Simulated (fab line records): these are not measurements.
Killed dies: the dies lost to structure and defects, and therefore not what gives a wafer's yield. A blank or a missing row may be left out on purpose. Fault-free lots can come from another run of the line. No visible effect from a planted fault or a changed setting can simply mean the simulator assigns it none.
fab line records	flow n5-finfet
record lots=24	wafers=72	last-day=18
route steps=1938 shown BEOL_M5@1138
lots untouched by any fault: they come from a run of this same line in which no faults occurred
start-h: the number of hours between the record's first day and the start of the first shown wafer of the lot	wait-h: how many hours have passed since the lot's step before this one	" identical to the entry in the row above	L1.1+2: several wafers, shown together as one row	- either no value or no given start	* or withheld: withheld	< > ~ a bound
route shown NAME@n: a module of which the file shows steps, and the number in the route of the first	usual: average and standard deviation across the fault-free wafers	same: alike in all rows	chamber/n: place in a boat	sites: per-site readings	_std_site: the values' standard deviation	_edge_site: the outer-site mean with the inner-site mean subtracted	radius-mm: for every site, how far away it sits from the centre of the wafer	mask NAME#n: copy n	behind: the tool/chamber that last shaped the wafer	hold: what put the lot on hold/how long, in hours/how the hold closed	device: which transistor (n, p or np) failed to switch	end of line: tests of these same wafers at the route's end	for a step that has no rows: nothing shown but its recipe	killed: the dies lost at the first sort to structure and to defects; this is not the yield of the wafer	map: per-die view of a wafer (x killed, . not killed, _ where there is no die)
set.NAME: the setting the step ran with; set.NAME@STEP: the setting that earlier step ran with	model.NAME: the simulator's own value behind a step, which no gauge read
the route's steps for a sample of lots (tables are steps, rows are wafers)
services: the hour from which a tool's chamber was out of use, counted from the record's first day as start-h (under 0 if before that day), plus the number of hours and why
## steps
# step N5_BEOL_M5_CD_MEAS_18
# recipe pitch-nm=56	target-cd-nm=28
# usual cd-nm=27.97/0.27
lot.wafer	tool	chamber	start-h	wait-h	cd-nm
L074.1	cd-sem-02	-	168.23	0.0	28.09
L074.2	"	-	"	"	28.09
L074.5	"	-	"	"	27.82
L075.1	cd-sem-03	-	176.92	0.0	28.03
L075.2	"	-	"	"	27.97
L075.3	"	-	"	"	28.02
L076.3	cd-sem-03	-	186.35	0.1	27.90
L076.4	"	-	"	"	27.83
L076.6	"	-	"	"	28.06
L077.4	cd-sem-02	-	198.55	0.1	27.39
L077.5	"	-	"	"	27.82
L077.6	"	-	"	"	27.56
L079.2	cd-sem-02	-	206.67	0.1	28.10
L079.4	"	-	"	"	28.13
L079.6	"	-	"	"	27.60
L080.1	cd-sem-03	-	211.87	0.0	27.78
L080.4	"	-	"	"	28.15
L080.5	"	-	"	"	27.90
L078.4	cd-sem-02	-	214.61	0.0	28.18
L078.5	"	-	"	"	28.10
L078.6	"	-	"	"	27.76
L081.3	cd-sem-02	-	217.05	0.1	27.96
L081.5	"	-	"	"	28.28
L081.6	"	-	"	"	28.10
L082.1	cd-sem-03	-	217.80	0.0	27.66
L082.3	"	-	"	"	27.75
L082.5	"	-	"	"	27.45
L085.1	cd-sem-01	-	235.21	0.0	28.30
L085.2	"	-	"	"	27.86
L085.3	"	-	"	"	27.88
L084.1	cd-sem-02	-	241.62	0.0	28.05
L084.3	"	-	"	"	27.62
L084.6	"	-	"	"	27.79
L083.2	cd-sem-02	-	244.77	0.1	27.90
L083.5	"	-	"	"	28.20
L083.6	"	-	"	"	27.87
L087.2	cd-sem-03	-	249.80	0.1	27.92
L087.3	"	-	"	"	27.68
L087.6	"	-	"	"	27.45
L086.3	cd-sem-02	-	253.45	0.1	28.45
L086.4	"	-	"	"	27.64
L086.5	"	-	"	"	27.51
L088.2	cd-sem-03	-	263.00	0.1	28.25
L088.4	"	-	"	"	28.01
L088.6	"	-	"	"	27.63
L090.1	cd-sem-02	-	266.46	0.0	28.39
L090.2	"	-	"	"	28.31
L090.6	"	-	"	"	28.15
L091.1	cd-sem-01	-	275.31	0.0	28.38
L091.4	"	-	"	"	28.39
L091.6	"	-	"	"	28.39
L089.2	cd-sem-03	-	282.99	0.1	28.10
L089.3	"	-	"	"	28.42
L089.6	"	-	"	"	28.29
L092.3	cd-sem-01	-	286.48	0.1	27.66
L092.4	"	-	"	"	27.88
L092.6	"	-	"	"	27.94
L093.1	cd-sem-02	-	290.53	0.0	28.40
L093.3	"	-	"	"	27.92
L093.4	"	-	"	"	27.66
L094.1	cd-sem-01	-	294.18	0.0	28.37
L094.5	"	-	"	"	27.79
L094.6	"	-	"	"	28.42
L095.2	cd-sem-03	-	303.85	0.1	28.06
L095.5	"	-	"	"	28.23
L095.6	"	-	"	"	27.83
L096.1	cd-sem-03	-	313.26	0.0	27.56
L096.2	"	-	"	"	27.62
L096.3	"	-	"	"	27.86
L097.1	cd-sem-02	-	320.39	0.0	27.86
L097.2	"	-	"	"	27.75
L097.4	"	-	"	"	28.26
# step N5_BEOL_M5_TRENCH_ETCH_37
# recipe chemistry=C4F6/O2	target-depth-a=716.52	target=SiCOH_lowk	time-s=24.7	ion-energy-ev=250	pressure-mtorr=30	source-w=345	bias-w=185	Ar_flow_sccm=300	C4F6_flow_sccm=10	O2_flow_sccm=10
# usual drypump-motor-current-A=5.9/0.36	oes_ar_750_au=0.80/0.073	oes_f_703_au=0.80/0.073	oes-product-au=0.79/0.08	rf-vpp-V=662/6.8	showerhead-plenum-p-Torr=2.84/0.078	throttle-valve-pct=20.91/0.28
lot.wafer	tool	chamber	start-h	wait-h	drypump-motor-current-A	oes_ar_750_au	oes_f_703_au	oes-product-au	rf-hours-counter-h	rf-vpp-V	showerhead-plenum-p-Torr	throttle-valve-pct
L074.1	rie-diel-04	3	-	-	5.4	0.80	0.80	0.80	112	671	2.86	20.87
L074.2	"	0	"	"	6.3	0.67	0.66	0.66	250	664	2.80	21.33
L074.5	"	0	"	"	6.3	0.66	0.66	0.66	-	663	2.80	21.35
L075.1	rie-diel-03	3	-	-	6.3	0.76	0.76	0.75	156	660	2.96	20.87
L075.2	"	2	"	"	6.3	0.92	0.94	0.92	17	654	2.79	20.64
L075.3	"	0	"	"	5.6	0.88	0.88	0.89	47	659	2.78	20.37
L076.3	rie-diel-03	2	-	-	6.3	0.93	0.93	0.92	19	654	2.79	20.64
L076.4	"	0	"	"	5.6	0.88	0.88	0.88	50	658	2.78	20.35
L076.6	"	0	"	"	5.6	0.87	0.87	0.89	-	659	2.78	20.37
L077.4	rie-diel-04	1	-	-	5.6	0.69	0.70	0.67	224	659	2.93	21.00
L077.5	"	3	"	"	5.5	0.79	0.79	0.78	-	669	2.86	20.88
L077.6	"	0	"	"	6.3	0.95	0.95	0.95	-	662	2.80	21.00
L079.2	rie-diel-03	0	-	-	5.7	0.87	0.87	0.88	55	659	2.78	20.37
L079.4	"	3	"	"	6.3	0.75	0.76	0.75	163	661	2.96	20.88
L079.6	"	0	"	"	5.7	0.86	0.87	0.88	-	661	2.78	20.38
L080.1	rie-diel-03	3	-	-	6.3	0.76	0.76	0.75	165	661	2.96	20.89
L080.4	"	0	"	"	5.6	0.86	0.86	0.87	57	660	2.78	20.39
L080.5	"	3	"	"	6.3	0.75	0.75	0.74	-	661	2.96	20.89
L078.4	rie-diel-04	1	-	-	5.5	0.68	0.69	0.67	-	657	2.93	21.02
L078.5	"	0	"	"	6.3	0.92	0.92	0.93	-	662	2.79	21.01
L078.6	"	2	"	"	5.6	0.81	0.82	0.81	-	656	2.75	20.89
L081.3	rie-diel-03	0	-	-	5.6	0.86	0.85	0.87	60	659	2.78	20.38
L081.5	"	0	"	"	5.7	0.87	0.86	0.86	-	659	2.78	20.37
L081.6	"	3	"	"	6.3	0.75	0.76	0.73	-	661	2.96	20.90
L082.1	rie-diel-04	0	-	-	6.3	0.91	0.92	0.92	12	663	2.79	21.00
L082.3	"	2	"	"	5.6	0.80	0.81	0.80	116	656	2.75	20.89
L082.5	"	3	"	"	5.5	0.78	0.78	0.77	-	670	2.86	20.87
L085.1	rie-diel-03	1	-	-	6.1	0.75	0.74	0.74	184	672	2.95	21.39
L085.2	"	0	"	"	5.6	0.85	0.85	0.87	64	659	2.77	20.38
L085.3	"	3	"	"	6.3	0.74	0.75	0.74	172	661	2.96	20.88
L084.1	rie-diel-04	0	-	-	6.3	0.89	0.89	0.91	18	661	2.79	21.03
L084.3	"	3	"	"	5.4	0.78	0.78	0.78	131	669	2.86	20.89
L084.6	"	0	"	"	6.3	0.89	0.89	0.91	-	662	2.79	21.04
L083.2	rie-diel-03	0	-	-	5.6	0.86	0.85	0.85	67	659	2.77	20.40
L083.5	"	1	"	"	6.1	0.74	0.74	0.73	-	673	2.95	21.38
L083.6	"	2	"	"	6.3	0.88	0.90	0.89	-	654	2.78	20.65
L087.2	rie-diel-04	0	-	-	6.3	0.89	0.89	0.90	21	665	2.79	21.02
L087.3	"	1	"	"	5.6	0.67	0.68	0.66	242	657	2.92	21.01
L087.6	"	3	"	"	5.4	0.77	0.78	0.78	-	669	2.85	20.89
L086.3	rie-diel-04	1	-	-	5.6	0.69	0.68	0.66	243	657	2.92	21.00
L086.4	"	3	"	"	5.4	0.77	0.78	0.77	135	669	2.85	20.90
L086.5	"	2	"	"	5.7	0.80	0.81	0.78	-	655	2.74	20.90
L088.2	rie-diel-04	2	-	-	5.6	0.79	0.80	0.78	129	654	2.74	20.91
L088.4	"	3	"	"	5.5	0.77	0.78	0.77	-	668	2.85	20.91
L088.6	"	2	"	"	5.6	0.79	0.80	0.78	-	656	2.74	20.92
L090.1	rie-diel-06	1	-	-	5.9	0.69	0.69	0.68	243	678	2.81	21.47
L090.2	"	2	"	"	5.2	0.80	0.80	0.81	105	674	2.85	21.10
L090.6	"	2	"	"	5.2	0.79	0.80	0.80	-	676	2.85	21.10
L091.1	rie-diel-04	1	-	-	5.5	0.67	0.68	0.66	249	657	2.92	21.04
L091.4	"	3	"	"	5.4	0.77	0.77	0.77	141	668	2.85	20.92
L091.6	"	3	"	"	5.4	0.76	0.77	0.77	-	671	2.85	20.92
L089.2	rie-diel-06	3	-	-	5.8	0.85	0.87	0.86	40	656	2.89	20.46
L089.3	"	1	"	"	5.9	0.69	0.68	0.68	249	678	2.80	21.47
L089.6	"	2	"	"	5.2	0.79	0.78	0.79	-	675	2.85	21.10
L092.3	rie-diel-03	0	-	-	5.6	0.84	0.84	0.85	79	658	2.77	20.43
L092.4	"	2	"	"	6.3	0.87	0.87	0.86	51	653	2.77	20.70
L092.6	"	0	"	"	5.7	0.84	0.84	0.85	-	660	2.77	20.41
L093.1	rie-diel-04	0	-	-	6.3	0.86	0.87	0.89	28	664	2.78	21.05
L093.3	"	1	"	"	5.5	0.67	0.68	0.65	255	658	2.92	21.03
L093.4	"	3	"	"	5.4	0.77	0.77	0.76	-	669	2.85	20.93
L094.1	rie-diel-03	2	-	-	6.3	0.87	0.87	0.86	54	655	2.77	20.69
L094.5	"	0	"	"	5.6	0.84	0.83	0.84	-	660	2.77	20.41
L094.6	"	1	"	"	6.1	0.73	0.73	0.72	-	673	2.94	21.40
L095.2	rie-diel-04	3	-	-	5.4	0.76	0.76	0.76	153	669	2.85	20.93
L095.5	"	3	"	"	5.5	0.76	0.76	0.75	-	668	2.85	20.92
L095.6	"	2	"	"	5.6	0.79	0.79	0.78	-	656	2.74	20.92
L096.1	rie-diel-04	0	-	-	6.3	0.85	0.85	0.87	37	663	2.78	21.06
L096.2	"	2	"	"	5.6	0.79	0.79	0.77	143	655	2.73	20.96
L096.3	"	2	"	"	5.6	0.78	0.78	0.78	-	655	2.73	20.93
L097.1	rie-diel-03	2	-	-	6.3	0.85	0.86	0.85	61	654	2.77	20.70
L097.2	"	3	"	"	6.3	0.73	0.73	0.72	198	660	2.94	20.94
L097.4	"	1	"	"	6.1	0.72	0.72	0.72	212	672	2.94	21.42
# step N5_BEOL_M5_PRE_CLEAN_45
# recipe gas=H2/He	time-s=30	temp-c=250
# usual heater-power-w=336/38
lot.wafer	tool	chamber	start-h	wait-h	heater-power-w
L074.1	pvd-sputter-01	-	170.91	0.0	379
L074.2	"	-	"	"	352
L074.5	"	-	"	"	345
L075.1	pvd-sputter-02	-	179.98	0.0	304
L075.2	"	-	"	"	298
L075.3	"	-	"	"	380
L076.3	pvd-sputter-03	-	190.62	0.0	374
L076.4	"	-	"	"	295
L076.6	"	-	"	"	371
L077.4	pvd-sputter-02	-	200.71	0.0	356
L077.5	"	-	"	"	354
L077.6	"	-	"	"	292
L079.2	pvd-sputter-01	-	208.23	0.0	347
L079.4	"	-	"	"	342
L079.6	"	-	"	"	350
L080.1	pvd-sputter-02	-	215.42	0.0	360
L080.4	"	-	"	"	375
L080.5	"	-	"	"	293
L078.4	pvd-sputter-01	-	216.11	0.0	339
L078.5	"	-	"	"	342
L078.6	"	-	"	"	350
L081.3	pvd-sputter-03	-	221.65	0.0	335
L081.5	"	-	"	"	374
L081.6	"	-	"	"	367
L082.1	pvd-sputter-01	-	221.81	0.0	386
L082.3	"	-	"	"	351
L082.5	"	-	"	"	342
L085.1	pvd-sputter-02	-	237.73	0.0	287
L085.2	"	-	"	"	379
L085.3	"	-	"	"	299
L084.1	pvd-sputter-03	-	244.71	0.0	377
L084.3	"	-	"	"	332
L084.6	"	-	"	"	336
L083.2	pvd-sputter-01	-	248.33	0.0	381
L083.5	"	-	"	"	346
L083.6	"	-	"	"	241
L087.2	pvd-sputter-02	-	252.90	0.0	295
L087.3	"	-	"	"	295
L087.6	"	-	"	"	382
L086.3	pvd-sputter-03	-	256.96	0.0	375
L086.4	"	-	"	"	343
L086.5	"	-	"	"	381
L088.2	pvd-sputter-03	-	267.12	0.0	336
L088.4	"	-	"	"	299
L088.6	"	-	"	"	375
L090.1	pvd-sputter-02	-	268.53	0.0	381
L090.2	"	-	"	"	356
L090.6	"	-	"	"	379
L091.1	pvd-sputter-03	-	277.14	0.0	297
L091.4	"	-	"	"	334
L091.6	"	-	"	"	294
L089.2	pvd-sputter-02	-	285.52	0.0	301
L089.3	"	-	"	"	378
L089.6	"	-	"	"	306
L092.3	pvd-sputter-02	-	290.00	0.0	308
L092.4	"	-	"	"	286
L092.6	"	-	"	"	356
L093.1	pvd-sputter-01	-	293.58	0.0	344
L093.3	"	-	"	"	345
L093.4	"	-	"	"	380
L094.1	pvd-sputter-02	-	298.62	0.0	355
L094.5	"	-	"	"	369
L094.6	"	-	"	"	297
L095.2	pvd-sputter-02	-	306.30	0.0	349
L095.5	"	-	"	"	305
L095.6	"	-	"	"	384
L096.1	pvd-sputter-03	-	315.53	0.0	364
L096.2	"	-	"	"	338
L096.3	"	-	"	"	371
L097.1	pvd-sputter-03	-	323.99	0.0	301
L097.2	"	-	"	"	375
L097.4	"	-	"	"	338
# step N5_BEOL_M5_SPUTTER_48
# recipe material=Cu	target-thk-a=150	temp-c=-20	chamber-pressure-pa=0.07	power-w=withheld	time-s=27.62
# usual substrate-temp-c=-20.00/0.1	throttle-valve-pct=30.5/0.43
lot.wafer	tool	chamber	start-h	wait-h	substrate-temp-c	throttle-valve-pct
L074.1	pvd-sputter-03	-	171.63	0.1	-20.03	29.7
L074.2	"	-	"	"	-19.95	30.4
L074.5	"	-	"	"	-19.96	30.6
L075.1	pvd-sputter-02	-	182.11	1.5	-19.91	30.7
L075.2	"	-	"	"	-19.86	30.6
L075.3	"	-	"	"	-20.02	31.1
L076.3	pvd-sputter-01	-	191.22	0.1	-19.92	30.3
L076.4	"	-	"	"	-20.03	29.4
L076.6	"	-	"	"	-19.97	30.8
L077.4	pvd-sputter-02	-	201.37	0.1	-20.17	30.8
L077.5	"	-	"	"	-20.06	30.8
L077.6	"	-	"	"	-19.92	30.5
L079.2	pvd-sputter-02	-	210.57	0.2	-19.99	30.9
L079.4	"	-	"	"	-20.00	30.4
L079.6	"	-	"	"	-19.97	30.3
L080.1	pvd-sputter-03	-	216.07	0.2	-20.13	29.9
L080.4	"	-	"	"	-19.97	30.1
L080.5	"	-	"	"	-19.97	30.4
L078.4	pvd-sputter-02	-	216.88	0.0	-19.91	30.7
L078.5	"	-	"	"	-20.03	30.9
L078.6	"	-	"	"	-20.26	30.4
L081.3	pvd-sputter-03	-	222.29	0.2	-19.92	29.7
L081.5	"	-	"	"	-19.92	29.7
L081.6	"	-	"	"	-19.98	30.4
L082.1	pvd-sputter-01	-	222.66	0.2	-20.02	30.5
L082.3	"	-	"	"	-19.95	30.9
L082.5	"	-	"	"	-19.85	30.3
L085.1	pvd-sputter-03	-	239.23	0.8	-19.98	30.3
L085.2	"	-	"	"	-20.11	30.3
L085.3	"	-	"	"	-20.03	30.2
L084.1	pvd-sputter-02	-	245.51	0.3	-20.00	31.0
L084.3	"	-	"	"	-20.00	30.8
L084.6	"	-	"	"	-19.89	30.9
L083.2	pvd-sputter-03	-	248.99	0.1	-20.13	30.3
L083.5	"	-	"	"	-20.15	30.5
L083.6	"	-	"	"	-20.01	30.0
L087.2	pvd-sputter-02	-	253.70	0.1	-19.95	30.6
L087.3	"	-	"	"	-19.99	30.7
L087.6	"	-	"	"	-20.08	30.5
L086.3	pvd-sputter-01	-	257.65	0.2	-20.14	30.2
L086.4	"	-	"	"	-20.15	30.9
L086.5	"	-	"	"	-20.08	29.6
L088.2	pvd-sputter-01	-	267.90	0.1	-19.95	30.6
L088.4	"	-	"	"	-19.74	29.6
L088.6	"	-	"	"	-19.94	30.5
L090.1	pvd-sputter-02	-	269.57	0.5	-20.05	30.9
L090.2	"	-	"	"	-20.06	30.9
L090.6	"	-	"	"	-19.91	30.6
L091.1	pvd-sputter-03	-	277.88	0.1	-20.03	30.4
L091.4	"	-	"	"	-20.02	30.4
L091.6	"	-	"	"	-20.08	30.3
L089.2	pvd-sputter-03	-	286.21	0.1	-20.02	30.2
L089.3	"	-	"	"	-19.86	29.7
L089.6	"	-	"	"	-19.79	29.8
L092.3	pvd-sputter-02	-	290.88	0.1	-20.07	31.0
L092.4	"	-	"	"	-20.04	30.7
L092.6	"	-	"	"	-19.98	30.8
L093.1	pvd-sputter-01	-	294.22	0.2	-19.98	29.7
L093.3	"	-	"	"	-20.10	30.7
L093.4	"	-	"	"	-19.95	30.1
L094.1	pvd-sputter-02	-	299.36	0.2	-19.95	30.5
L094.5	"	-	"	"	-19.95	31.3
L094.6	"	-	"	"	-19.93	30.5
L095.2	pvd-sputter-01	-	306.94	0.1	-19.85	30.8
L095.5	"	-	"	"	-19.94	30.7
L095.6	"	-	"	"	-19.97	30.4
L096.1	pvd-sputter-02	-	316.04	0.1	-20.07	31.0
L096.2	"	-	"	"	-19.86	31.0
L096.3	"	-	"	"	-19.96	30.7
L097.1	pvd-sputter-02	-	324.66	0.2	-20.06	30.7
L097.2	"	-	"	"	-19.93	30.9
L097.4	"	-	"	"	-20.12	31.5
# step N5_BEOL_M5_ANNEAL_49
# recipe temp-c=400	time-s=1800	ambient=vacuum
# usual heater-power-w=841/93
lot.wafer	tool	chamber	start-h	wait-h	heater-power-w
L074.1	pvd-sputter-03	-	171.71	0.0	850
L074.2	"	-	"	"	908
L074.5	"	-	"	"	924
L075.1	pvd-sputter-02	-	182.19	0.0	732
L075.2	"	-	"	"	761
L075.3	"	-	"	"	897
L076.3	pvd-sputter-01	-	191.30	0.0	859
L076.4	"	-	"	"	863
L076.6	"	-	"	"	929
L077.4	pvd-sputter-02	-	201.45	0.0	947
L077.5	"	-	"	"	892
L077.6	"	-	"	"	718
L079.2	pvd-sputter-02	-	210.65	0.0	872
L079.4	"	-	"	"	770
L079.6	"	-	"	"	758
L080.1	pvd-sputter-03	-	216.15	0.0	741
L080.4	"	-	"	"	836
L080.5	"	-	"	"	908
L078.4	pvd-sputter-02	-	216.96	0.0	935
L078.5	"	-	"	"	962
L078.6	"	-	"	"	725
L081.3	pvd-sputter-03	-	222.37	0.0	869
L081.5	"	-	"	"	746
L081.6	"	-	"	"	944
L082.1	pvd-sputter-01	-	222.74	0.0	873
L082.3	"	-	"	"	945
L082.5	"	-	"	"	629
L085.1	pvd-sputter-03	-	239.31	0.0	946
L085.2	"	-	"	"	924
L085.3	"	-	"	"	757
L084.1	pvd-sputter-02	-	245.59	0.0	944
L084.3	"	-	"	"	894
L084.6	"	-	"	"	905
L083.2	pvd-sputter-03	-	249.07	0.0	924
L083.5	"	-	"	"	914
L083.6	"	-	"	"	916
L087.2	pvd-sputter-02	-	253.78	0.0	792
L087.3	"	-	"	"	752
L087.6	"	-	"	"	763
L086.3	pvd-sputter-01	-	257.73	0.0	858
L086.4	"	-	"	"	922
L086.5	"	-	"	"	880
L088.2	pvd-sputter-01	-	267.98	0.0	945
L088.4	"	-	"	"	884
L088.6	"	-	"	"	873
L090.1	pvd-sputter-02	-	269.65	0.0	894
L090.2	"	-	"	"	916
L090.6	"	-	"	"	759
L091.1	pvd-sputter-03	-	277.96	0.0	929
L091.4	"	-	"	"	906
L091.6	"	-	"	"	916
L089.2	pvd-sputter-03	-	286.29	0.0	750
L089.3	"	-	"	"	832
L089.6	"	-	"	"	843
L092.3	pvd-sputter-02	-	290.96	0.0	888
L092.4	"	-	"	"	718
L092.6	"	-	"	"	926
L093.1	pvd-sputter-01	-	294.30	0.0	868
L093.3	"	-	"	"	928
L093.4	"	-	"	"	615
L094.1	pvd-sputter-02	-	299.44	0.0	753
L094.5	"	-	"	"	871
L094.6	"	-	"	"	733
L095.2	pvd-sputter-01	-	307.02	0.0	877
L095.5	"	-	"	"	946
L095.6	"	-	"	"	878
L096.1	pvd-sputter-02	-	316.12	0.0	897
L096.2	"	-	"	"	954
L096.3	"	-	"	"	778
L097.1	pvd-sputter-02	-	324.74	0.0	756
L097.2	"	-	"	"	933
L097.4	"	-	"	"	883
# step N5_BEOL_M5_SPUTTER_81
# recipe material=Cu	target-thk-a=150	temp-c=-20	chamber-pressure-pa=0.07	power-w=withheld	time-s=27.62
# usual substrate-temp-c=-20.01/0.1	throttle-valve-pct=30.5/0.42
lot.wafer	tool	chamber	start-h	wait-h	substrate-temp-c	throttle-valve-pct
L074.1	pvd-sputter-03	-	172.72	0.5	-20.03	30.0
L074.2	"	-	"	"	-20.07	30.5
L074.5	"	-	"	"	-20.16	30.4
L075.1	pvd-sputter-02	-	183.20	0.5	-20.24	30.3
L075.2	"	-	"	"	-19.84	30.4
L075.3	"	-	"	"	-20.21	30.9
L076.3	pvd-sputter-01	-	192.31	0.5	-20.16	30.3
L076.4	"	-	"	"	-20.05	29.6
L076.6	"	-	"	"	-19.92	30.9
L077.4	pvd-sputter-02	-	202.46	0.5	-19.88	30.6
L077.5	"	-	"	"	-19.86	30.9
L077.6	"	-	"	"	-20.06	30.8
L079.2	pvd-sputter-02	-	211.66	0.5	-20.10	31.3
L079.4	"	-	"	"	-20.00	30.5
L079.6	"	-	"	"	-19.96	30.4
L080.1	pvd-sputter-03	-	217.15	0.5	-19.85	30.2
L080.4	"	-	"	"	-20.00	30.0
L080.5	"	-	"	"	-20.02	30.5
L078.4	pvd-sputter-02	-	217.96	0.5	-19.92	30.8
L078.5	"	-	"	"	-20.16	30.7
L078.6	"	-	"	"	-20.09	30.4
L081.3	pvd-sputter-03	-	223.38	0.5	-19.90	29.9
L081.5	"	-	"	"	-20.06	29.8
L081.6	"	-	"	"	-20.10	30.4
L082.1	pvd-sputter-01	-	223.74	0.5	-19.96	30.4
L082.3	"	-	"	"	-19.89	31.0
L082.5	"	-	"	"	-19.91	30.5
L085.1	pvd-sputter-03	-	240.31	0.5	-20.15	30.1
L085.2	"	-	"	"	-20.01	30.4
L085.3	"	-	"	"	-19.94	30.1
L084.1	pvd-sputter-02	-	246.60	0.5	-20.09	30.9
L084.3	"	-	"	"	-20.06	31.0
L084.6	"	-	"	"	-20.17	31.1
L083.2	pvd-sputter-03	-	250.08	0.5	-19.98	30.1
L083.5	"	-	"	"	-19.95	30.5
L083.6	"	-	"	"	-19.90	30.4
L087.2	pvd-sputter-02	-	254.79	0.5	-19.84	30.5
L087.3	"	-	"	"	-19.78	30.4
L087.6	"	-	"	"	-19.91	30.5
L086.3	pvd-sputter-01	-	258.74	0.5	-20.06	30.6
L086.4	"	-	"	"	-20.11	30.5
L086.5	"	-	"	"	-20.04	29.4
L088.2	pvd-sputter-01	-	268.99	0.5	-20.00	30.9
L088.4	"	-	"	"	-19.95	29.6
L088.6	"	-	"	"	-20.05	30.5
L090.1	pvd-sputter-02	-	270.65	0.5	-20.01	31.1
L090.2	"	-	"	"	-19.93	30.8
L090.6	"	-	"	"	-20.03	30.3
L091.1	pvd-sputter-03	-	278.97	0.5	-20.07	30.8
L091.4	"	-	"	"	-20.15	30.3
L091.6	"	-	"	"	-19.93	30.3
L089.2	pvd-sputter-03	-	287.30	0.5	-19.88	29.8
L089.3	"	-	"	"	-20.10	29.7
L089.6	"	-	"	"	-20.01	29.7
L092.3	pvd-sputter-02	-	291.96	0.5	-20.03	31.1
L092.4	"	-	"	"	-20.16	30.3
L092.6	"	-	"	"	-19.85	30.8
L093.1	pvd-sputter-01	-	295.30	0.5	-20.14	29.5
L093.3	"	-	"	"	-19.97	30.8
L093.4	"	-	"	"	-19.94	30.3
L094.1	pvd-sputter-02	-	300.44	0.5	-19.91	30.6
L094.5	"	-	"	"	-19.91	31.0
L094.6	"	-	"	"	-19.83	30.5
L095.2	pvd-sputter-01	-	308.02	0.5	-20.05	30.4
L095.5	"	-	"	"	-20.01	30.8
L095.6	"	-	"	"	-20.08	30.3
L096.1	pvd-sputter-02	-	317.12	0.5	-20.06	31.0
L096.2	"	-	"	"	-20.00	30.7
L096.3	"	-	"	"	-20.05	30.7
L097.1	pvd-sputter-02	-	325.75	0.5	-20.01	30.5
L097.2	"	-	"	"	-19.88	30.9
L097.4	"	-	"	"	-19.92	30.9
## services
tool	chamber	start-h	hours	kind
rie-diel-04	-	163.06	1.1	repair
rie-diel-04	0	170.61	-	clean
rie-diel-04	0	170.61	-	consumable-replace:focus-ring
rie-diel-04	0	170.61	19.5	scheduled-down
rie-diel-04	0	170.61	19.5	vent-cycle
rie-diel-04	3	206.29	13.1	repair
rie-diel-06	0	255.87	-	clean
rie-diel-06	0	255.87	-	consumable-replace:focus-ring
rie-diel-06	0	255.87	11.8	scheduled-down
rie-diel-06	0	255.87	11.8	vent-cycle
rie-diel-03	0	268.67	3.8	repair
rie-diel-04	0	271.49	3.0	repair
rie-diel-04	0	283.51	6.1	repair
rie-diel-06	1	286.23	-	clean
rie-diel-06	1	286.23	-	consumable-replace:focus-ring
rie-diel-04	2	291.59	9.0	repair
rie-diel-04	1	299.71	3.5	repair
rie-diel-04	1	303.62	-	clean
rie-diel-04	1	303.62	-	consumable-replace:focus-ring
rie-diel-04	1	303.62	33.7	scheduled-down
rie-diel-04	1	303.62	33.7	vent-cycle
rie-diel-04	3	313.50	3.9	repair
pvd-sputter-03	-	316.18	2.9	repair
rie-diel-04	2	319.23	6.4	repair
## key
fault none
